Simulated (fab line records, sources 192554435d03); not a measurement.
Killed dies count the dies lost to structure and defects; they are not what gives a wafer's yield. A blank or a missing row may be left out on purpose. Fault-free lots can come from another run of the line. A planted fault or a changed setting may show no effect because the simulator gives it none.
Chamber matching	flow n5Finfet	N5_BEOL_M0_STRIP_140 on rieDiel-03 has 4 sister chambers
The step strips in CF4. 4 wafers are shown with their chamber, then 8 later ones without.

EACH WAFER AND ITS CHAMBER
wafer	chamber	showerheadPlenumPTorr (Torr)
L084.2	0	1.79
L084.4	1	1.75
L085.6	3	1.85
L090.2	2	1.80

WAFERS MISSING THEIR CHAMBER
wafer	showerheadPlenumPTorr (Torr)
L090.3	1.74
L090.5	1.80
L093.2	1.80
L093.3	1.85
L093.6	1.74
L094.2	1.78
L094.3	1.85
L094.5	1.74

THE CHAMBER EACH PASSED THROUGH
wafer	from the rows above	in truth
L090.3	1	1
L090.5	can't be placed: 2 or 0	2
L093.2	can't be placed: 2 or 0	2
L093.3	3	3
L093.6	1	1
L094.2	can't be placed: 0 or 2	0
L094.3	3	3
L094.5	1	1
Correct placement for 5 of the 8. These rows do not allow placing 3 (true chamber among the candidates in 3). Placed wrongly: 0.
How it was worked out, from the rows above alone: a wafer's distance from a chamber is the root of the sum, over the readings, of the square of ((its reading less the chamber's mean) divided by the reading's scatter). The wafer belongs to the nearest chamber; if the next one is less than 2 further off, it can't be placed. Each chamber's mean is taken over the wafers shown for it. The scatter: with one shown wafer a chamber, the root of the mean of the squares of how far each hidden wafer lies from its nearest shown one.
